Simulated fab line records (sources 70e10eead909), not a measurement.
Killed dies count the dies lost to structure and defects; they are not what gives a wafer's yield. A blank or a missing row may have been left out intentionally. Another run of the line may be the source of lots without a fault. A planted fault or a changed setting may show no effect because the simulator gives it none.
What tool caused it? / flow nand-harc / 12 lots with 36 wafers sampled at 6 steps, on a route of 1302 steps

WHAT THE GAUGES SHOWED, per wafer
NHARC_A_CHANNEL_HOLE_D2_INSPECT_12. Usual: raw-defect-count at 31, with a standard deviation of 21.
lot=L915; measured=day 13 04:16; on=defect-inspect-02; raw-defect-count=1 7 3; flag=
lot=L916; measured=day 14 00:04; on=defect-inspect-01; raw-defect-count=55 53 51; flag=
lot=L919; measured=day 14 21:39; on=defect-inspect-02; raw-defect-count=5 3 7; flag=
lot=L921; measured=day 15 01:59; on=defect-inspect-02; raw-defect-count=9 5 6; flag=
lot=L926; measured=day 17 12:10; on=defect-inspect-01; raw-defect-count=60 62 53; flag=
lot=L924; measured=day 17 12:01; on=defect-inspect-02; raw-defect-count=41 66 53; flag=
lot=L927; measured=day 18 05:43; on=defect-inspect-01; raw-defect-count=10 10 5; flag=
lot=L928; measured=day 18 15:28; on=defect-inspect-02; raw-defect-count=10 13 17; flag=
lot=L930; measured=day 19 07:47; on=defect-inspect-02; raw-defect-count=11 15 12; flag=
lot=L929; measured=day 19 07:56; on=defect-inspect-01; raw-defect-count=67 61 44; flag=
lot=L931; measured=day 19 19:45; on=defect-inspect-01; raw-defect-count=69 51 70; flag=
lot=L938; measured=day 22 13:32; on=defect-inspect-02; raw-defect-count=36 27 29; flag=

NHARC_A_CHANNEL_HOLE_D2_INSPECT_40. Usual: raw-defect-count at 287, with a standard deviation of 95.
lot=L915; measured=day 13 11:13; on=defect-inspect-02; raw-defect-count=263 297 193; flag=
lot=L916; measured=day 14 11:22; on=defect-inspect-02; raw-defect-count=375 456 261; flag=
lot=L919; measured=day 15 08:40; on=defect-inspect-02; raw-defect-count=214 174 201; flag=
lot=L921; measured=day 15 12:43; on=defect-inspect-02; raw-defect-count=171 163 162; flag=
lot=L926; measured=day 17 22:58; on=defect-inspect-01; raw-defect-count=254 290 415; flag=
lot=L924; measured=day 17 19:11; on=defect-inspect-01; raw-defect-count=228 297 271; flag=
lot=L927; measured=day 18 12:40; on=defect-inspect-01; raw-defect-count=276 179 283; flag=
lot=L928; measured=day 18 22:29; on=defect-inspect-01; raw-defect-count=803 722 822; flag=OFF
lot=L930; measured=day 19 14:58; on=defect-inspect-02; raw-defect-count=334 359 309; flag=
lot=L929; measured=day 19 14:53; on=defect-inspect-01; raw-defect-count=816 955 759; flag=OFF
lot=L931; measured=day 20 02:42; on=defect-inspect-01; raw-defect-count=398 308 682; flag=
lot=L938; measured=day 22 20:29; on=defect-inspect-01; raw-defect-count=307 402 338; flag=

NHARC_END_SORT_01. Usual: killed-at-array 54, standard deviation 21; killed-at-other 1.0, standard deviation 1.2; killed-at-periphery 3.6, standard deviation 2.6; killed-dies 58, standard deviation 20; killed-open 3.3, standard deviation 1.9; killed-short 2.6, standard deviation 1.5.
lot=L926; measured=day 28 12:41; on=prober-02; killed-at-array=96 63 77; killed-at-other=0 0 0; killed-at-periphery=6 4 10; killed-dies=102 67 87; killed-open=4 2 1; killed-short=2 3 3; flag=
lot=L928; measured=day 29 17:06; on=prober-01; killed-at-array=99 106 114; killed-at-other=0 0 1; killed-at-periphery=6 4 3; killed-dies=105 110 118; killed-open=4 3 2; killed-short=0 1 1; flag=
lot=L930; measured=day 31 02:01; on=prober-02; killed-at-array=55 28 37; killed-at-other=3 3 5; killed-at-periphery=2 4 0; killed-dies=60 35 42; killed-open=4 1 3; killed-short=2 2 2; flag=
lot=L929; measured=day 31 10:37; on=prober-01; killed-at-array=147 157 112; killed-at-other=0 1 1; killed-at-periphery=4 0 7; killed-dies=151 158 120; killed-open=4 4 3; killed-short=2 1 4; flag=OFF
lot=L931; measured=day 30 19:50; on=prober-02; killed-at-array=77 69; killed-at-other=0 0; killed-at-periphery=8 10; killed-dies=85 79; killed-open=4 3; killed-short=2 1; flag=

WHICH TOOL RAN EACH LOT (tool, then ch and the chambers of the sampled wafers, then the start)
lot=L915; NHARC_A_CHANNEL_HOLE_D2_DEP_00=acl-dep-01 ch 0, day 13 02:26; NHARC_A_CHANNEL_HOLE_D2_ETCH_34=rie-diel-04 ch 1,2,3, day 13 08:43 or earlier; NHARC_A_CHANNEL_HOLE_D2_ETCH_25=har-etch-02 ch 0,1, day 13 08:43
lot=L916; NHARC_A_CHANNEL_HOLE_D2_DEP_00=acl-dep-01 ch 0, day 13 21:55; NHARC_A_CHANNEL_HOLE_D2_ETCH_34=rie-diel-11 ch 2,3, day 14 07:44 or earlier; NHARC_A_CHANNEL_HOLE_D2_ETCH_25=har-etch-02 ch 0, day 14 07:44
lot=L919; NHARC_A_CHANNEL_HOLE_D2_DEP_00=acl-dep-01 ch 0, day 14 19:31; NHARC_A_CHANNEL_HOLE_D2_ETCH_34=rie-diel-04 ch 0,2, day 15 06:01 or earlier; NHARC_A_CHANNEL_HOLE_D2_ETCH_25=har-etch-01 ch 0,1, day 15 06:01
lot=L921; NHARC_A_CHANNEL_HOLE_D2_DEP_00=acl-dep-01 ch 0, day 14 23:20; NHARC_A_CHANNEL_HOLE_D2_ETCH_34=rie-diel-02 ch 0,1,2, day 15 09:52 or earlier; NHARC_A_CHANNEL_HOLE_D2_ETCH_25=har-etch-01 ch 0,1, day 15 09:52
lot=L926; NHARC_A_CHANNEL_HOLE_D2_DEP_00=acl-dep-01 ch 0, day 17 09:25; NHARC_A_CHANNEL_HOLE_D2_ETCH_34=rie-diel-04 ch 0,2,3, day 17 20:19 or earlier; NHARC_A_CHANNEL_HOLE_D2_ETCH_25=har-etch-02 ch 0,1, day 17 20:19
lot=L924; NHARC_A_CHANNEL_HOLE_D2_DEP_00=acl-dep-02 ch 0, day 17 09:42; NHARC_A_CHANNEL_HOLE_D2_ETCH_34=rie-diel-04 ch 0,1, day 17 16:40 or earlier; NHARC_A_CHANNEL_HOLE_D2_ETCH_25=har-etch-01 ch 0,1, day 17 16:40
lot=L927; NHARC_A_CHANNEL_HOLE_D2_DEP_00=acl-dep-01 ch 0, day 18 02:51; NHARC_A_CHANNEL_HOLE_D2_ETCH_34=rie-diel-04 ch 1,2,3, day 18 09:50 or earlier; NHARC_A_CHANNEL_HOLE_D2_ETCH_25=har-etch-02 ch 0,1, day 18 09:50
lot=L928; NHARC_A_CHANNEL_HOLE_D2_DEP_00=acl-dep-01 ch 0, day 18 13:20; NHARC_A_CHANNEL_HOLE_D2_ETCH_34=rie-diel-04 ch 0,1, day 18 19:54 or earlier; NHARC_A_CHANNEL_HOLE_D2_ETCH_25=har-etch-02 ch 0,1, day 18 19:54
lot=L930; NHARC_A_CHANNEL_HOLE_D2_DEP_00=acl-dep-01 ch 0, day 19 04:59; NHARC_A_CHANNEL_HOLE_D2_ETCH_34=rie-diel-02 ch 1,3, day 19 12:10 or earlier; NHARC_A_CHANNEL_HOLE_D2_ETCH_25=har-etch-01 ch 0,1, day 19 12:10
lot=L929; NHARC_A_CHANNEL_HOLE_D2_DEP_00=acl-dep-03 ch 0, day 19 05:41; NHARC_A_CHANNEL_HOLE_D2_ETCH_34=rie-diel-04 ch 0,1,3, day 19 12:22 or earlier; NHARC_A_CHANNEL_HOLE_D2_ETCH_25=har-etch-02 ch 0,1, day 19 12:22
lot=L931; NHARC_A_CHANNEL_HOLE_D2_DEP_00=acl-dep-02 ch 0, day 19 17:34; NHARC_A_CHANNEL_HOLE_D2_ETCH_34=rie-diel-04 ch 0,1,2, day 20 00:11 or earlier; NHARC_A_CHANNEL_HOLE_D2_ETCH_25=har-etch-01 ch 0,1, day 20 00:11
lot=L938; NHARC_A_CHANNEL_HOLE_D2_DEP_00=acl-dep-03 ch 0, day 22 11:05; NHARC_A_CHANNEL_HOLE_D2_ETCH_34=rie-diel-04 ch 1,2,3, day 22 17:40 or earlier; NHARC_A_CHANNEL_HOLE_D2_ETCH_25=har-etch-01 ch 0,1, day 22 17:40
- NHARC_A_CHANNEL_HOLE_D2_DEP_00: deposits aC, target thk 3100 nm.
- NHARC_A_CHANNEL_HOLE_D2_ETCH_34: etches the open film in CF4/CHF3, target depth 154 nm, time 77 s.
- NHARC_A_CHANNEL_HOLE_D2_ETCH_25: etches the open film in C4F8/O2/Ar, time 1040.2 s, target depth 1500 nm.

WHAT THE TOOLS THEMSELVES READ (means of the sampled wafers that have a number; where no wafer has one, the mark that the record gives instead)
NHARC_A_CHANNEL_HOLE_D2_DEP_00. Usual: throttle-valve-pct at 35.000 %, with a standard deviation of 0.0092.
lot=L915; tool=acl-dep-01; throttle-valve-pct (%)=34.993; flag=
lot=L916; tool=acl-dep-01; throttle-valve-pct (%)=34.997; flag=
lot=L919; tool=acl-dep-01; throttle-valve-pct (%)=35.010; flag=
lot=L921; tool=acl-dep-01; throttle-valve-pct (%)=34.995; flag=
lot=L926; tool=acl-dep-01; throttle-valve-pct (%)=35.008; flag=
lot=L924; tool=acl-dep-02; throttle-valve-pct (%)=34.997; flag=
lot=L927; tool=acl-dep-01; throttle-valve-pct (%)=35.004; flag=
lot=L928; tool=acl-dep-01; throttle-valve-pct (%)=35.006; flag=
lot=L930; tool=acl-dep-01; throttle-valve-pct (%)=35.005; flag=
lot=L929; tool=acl-dep-03; throttle-valve-pct (%)=34.992; flag=
lot=L931; tool=acl-dep-02; throttle-valve-pct (%)=35.009; flag=
lot=L938; tool=acl-dep-03; throttle-valve-pct (%)=35.001; flag=

NHARC_A_CHANNEL_HOLE_D2_ETCH_34. Usual: chamber-pressure-mTorr 24.998 mTorr, standard deviation 0.022; drypump-motor-current-A 5.9 A, standard deviation 0.42; oes-product-au 0.959 a.u., standard deviation 0.018; rf-vpp-V 371.1 V, standard deviation 2.1; showerhead-plenum-p-Torr 1.59 Torr, standard deviation 0.057; throttle-valve-pct 16.803 %, standard deviation 0.0084.
lot=L915; tool=rie-diel-04; chamber-pressure-mTorr (mTorr)=24.992; drypump-motor-current-A (A)=5.8; oes-product-au (a.u.)=0.951; rf-vpp-V (V)=369.3; showerhead-plenum-p-Torr (Torr)=1.53; throttle-valve-pct (%)=16.809; flag=
lot=L916; tool=rie-diel-11; chamber-pressure-mTorr (mTorr)=24.999; drypump-motor-current-A (A)=5.9; oes-product-au (a.u.)=0.978; rf-vpp-V (V)=373.2; showerhead-plenum-p-Torr (Torr)=1.65; throttle-valve-pct (%)=16.803; flag=
lot=L919; tool=rie-diel-04; chamber-pressure-mTorr (mTorr)=24.991; drypump-motor-current-A (A)=5.8; oes-product-au (a.u.)=0.974; rf-vpp-V (V)=369.4; showerhead-plenum-p-Torr (Torr)=1.51; throttle-valve-pct (%)=16.792; flag=
lot=L921; tool=rie-diel-02; chamber-pressure-mTorr (mTorr)=24.994; drypump-motor-current-A (A)=5.8; oes-product-au (a.u.)=0.968; rf-vpp-V (V)=371.7; showerhead-plenum-p-Torr (Torr)=1.61; throttle-valve-pct (%)=16.812; flag=
lot=L926; tool=rie-diel-04; chamber-pressure-mTorr (mTorr)=25.003; drypump-motor-current-A (A)=5.6; oes-product-au (a.u.)=0.956; rf-vpp-V (V)=369.2; showerhead-plenum-p-Torr (Torr)=1.55; throttle-valve-pct (%)=16.806; flag=
lot=L924; tool=rie-diel-04; chamber-pressure-mTorr (mTorr)=24.992; drypump-motor-current-A (A)=6.1; oes-product-au (a.u.)=0.942; rf-vpp-V (V)=369.8; showerhead-plenum-p-Torr (Torr)=1.55; throttle-valve-pct (%)=16.793; flag=
lot=L927; tool=rie-diel-04; chamber-pressure-mTorr (mTorr)=24.991; drypump-motor-current-A (A)=5.8; oes-product-au (a.u.)=0.944; rf-vpp-V (V)=368.9; showerhead-plenum-p-Torr (Torr)=1.53; throttle-valve-pct (%)=16.802; flag=
lot=L928; tool=rie-diel-04; chamber-pressure-mTorr (mTorr)=24.965; drypump-motor-current-A (A)=6.1; oes-product-au (a.u.)=0.960; rf-vpp-V (V)=369.3; showerhead-plenum-p-Torr (Torr)=1.54; throttle-valve-pct (%)=16.797; flag=
lot=L930; tool=rie-diel-02; chamber-pressure-mTorr (mTorr)=25.024; drypump-motor-current-A (A)=6.0; oes-product-au (a.u.)=0.961; rf-vpp-V (V)=370.9; showerhead-plenum-p-Torr (Torr)=1.58; throttle-valve-pct (%)=16.791; flag=
lot=L929; tool=rie-diel-04; chamber-pressure-mTorr (mTorr)=24.985; drypump-motor-current-A (A)=5.8; oes-product-au (a.u.)=0.953; rf-vpp-V (V)=370.1; showerhead-plenum-p-Torr (Torr)=1.56; throttle-valve-pct (%)=16.801; flag=
lot=L931; tool=rie-diel-04; chamber-pressure-mTorr (mTorr)=25.007; drypump-motor-current-A (A)=5.9; oes-product-au (a.u.)=0.962; rf-vpp-V (V)=369.1; showerhead-plenum-p-Torr (Torr)=1.53; throttle-valve-pct (%)=16.809; flag=
lot=L938; tool=rie-diel-04; chamber-pressure-mTorr (mTorr)=25.004; drypump-motor-current-A (A)=5.8; oes-product-au (a.u.)=0.955; rf-vpp-V (V)=368.7; showerhead-plenum-p-Torr (Torr)=1.53; throttle-valve-pct (%)=16.803; flag=

NHARC_A_CHANNEL_HOLE_D2_ETCH_25. Usual: chamber-pressure-mTorr 20.001 mTorr, standard deviation 0.019; drypump-motor-current-A 5.5 A, standard deviation 0.31; showerhead-plenum-p-Torr 3.62 Torr, standard deviation 0.098; throttle-valve-pct 32.235 %, standard deviation 0.0098.
lot=L915; tool=har-etch-02; chamber-pressure-mTorr (mTorr)=20.020; drypump-motor-current-A (A)=5.7; showerhead-plenum-p-Torr (Torr)=3.73; throttle-valve-pct (%)=32.233; flag=
lot=L916; tool=har-etch-02; chamber-pressure-mTorr (mTorr)=19.998; drypump-motor-current-A (A)=5.5; showerhead-plenum-p-Torr (Torr)=3.73; throttle-valve-pct (%)=32.236; flag=
lot=L919; tool=har-etch-01; chamber-pressure-mTorr (mTorr)=20.016; drypump-motor-current-A (A)=5.3; showerhead-plenum-p-Torr (Torr)=3.60; throttle-valve-pct (%)=32.231; flag=
lot=L921; tool=har-etch-01; chamber-pressure-mTorr (mTorr)=20.013; drypump-motor-current-A (A)=5.3; showerhead-plenum-p-Torr (Torr)=3.60; throttle-valve-pct (%)=32.234; flag=
lot=L926; tool=har-etch-02; chamber-pressure-mTorr (mTorr)=20.018; drypump-motor-current-A (A)=5.7; showerhead-plenum-p-Torr (Torr)=3.70; throttle-valve-pct (%)=32.235; flag=
lot=L924; tool=har-etch-01; chamber-pressure-mTorr (mTorr)=20.000; drypump-motor-current-A (A)=5.3; showerhead-plenum-p-Torr (Torr)=3.58; throttle-valve-pct (%)=32.236; flag=
lot=L927; tool=har-etch-02; chamber-pressure-mTorr (mTorr)=19.998; drypump-motor-current-A (A)=5.9; showerhead-plenum-p-Torr (Torr)=3.70; throttle-valve-pct (%)=32.241; flag=
lot=L928; tool=har-etch-02; chamber-pressure-mTorr (mTorr)=20.002; drypump-motor-current-A (A)=5.9; showerhead-plenum-p-Torr (Torr)=3.69; throttle-valve-pct (%)=32.235; flag=
lot=L930; tool=har-etch-01; chamber-pressure-mTorr (mTorr)=20.008; drypump-motor-current-A (A)=5.3; showerhead-plenum-p-Torr (Torr)=3.57; throttle-valve-pct (%)=32.230; flag=
lot=L929; tool=har-etch-02; chamber-pressure-mTorr (mTorr)=19.985; drypump-motor-current-A (A)=5.9; showerhead-plenum-p-Torr (Torr)=3.69; throttle-valve-pct (%)=32.241; flag=
lot=L931; tool=har-etch-01; chamber-pressure-mTorr (mTorr)=20.003; drypump-motor-current-A (A)=5.3; showerhead-plenum-p-Torr (Torr)=3.56; throttle-valve-pct (%)=32.238; flag=
lot=L938; tool=har-etch-01; chamber-pressure-mTorr (mTorr)=20.001; drypump-motor-current-A (A)=5.3; showerhead-plenum-p-Torr (Torr)=3.49; throttle-valve-pct (%)=32.234; flag=

THE ANSWER, worked out from the rows above alone
Rule: lot off if the mean of its wafers having a number is beyond 3 standard deviations from the usual mean. Also off: a lot with no number at a reading for which 4 or more lots have one. The other lots that the step has rows for count as sound. Order of review: gauges by route order, followed by the tools' own readings, for which a lot's mean as printed above is used. At the first step where some lot is off, the reading lying furthest off is the one used; lots without a number count as furthest.
Off: L928, L929 (NHARC_A_CHANNEL_HOLE_D2_INSPECT_40, raw-defect-count).
If a tool, at a process step before that reading, ran all the lots that are off and no sound lot after the first of them, it fits. The gauges at NHARC_A_CHANNEL_HOLE_D2_INSPECT_40 are tried like those tools. With no start given for some of its lots, NHARC_A_CHANNEL_HOLE_D2_ETCH_34 uses the hours and lot order of NHARC_A_CHANNEL_HOLE_D2_ETCH_25. One fits: NHARC_A_CHANNEL_HOLE_D2_ETCH_25 on har-etch-02. A fault onset in the window from L927 (day 18 09:50, its last sound lot) to L928 (day 18 19:54, its first lot off) fits.

WHAT THE SIMULATOR HAD PUT IN
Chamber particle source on har-etch-02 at NHARC_A_CHANNEL_HOLE_D2_ETCH_25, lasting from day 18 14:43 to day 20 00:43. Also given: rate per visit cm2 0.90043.
Lots struck among those shown: L928, L929. The rule above reached the same finding.
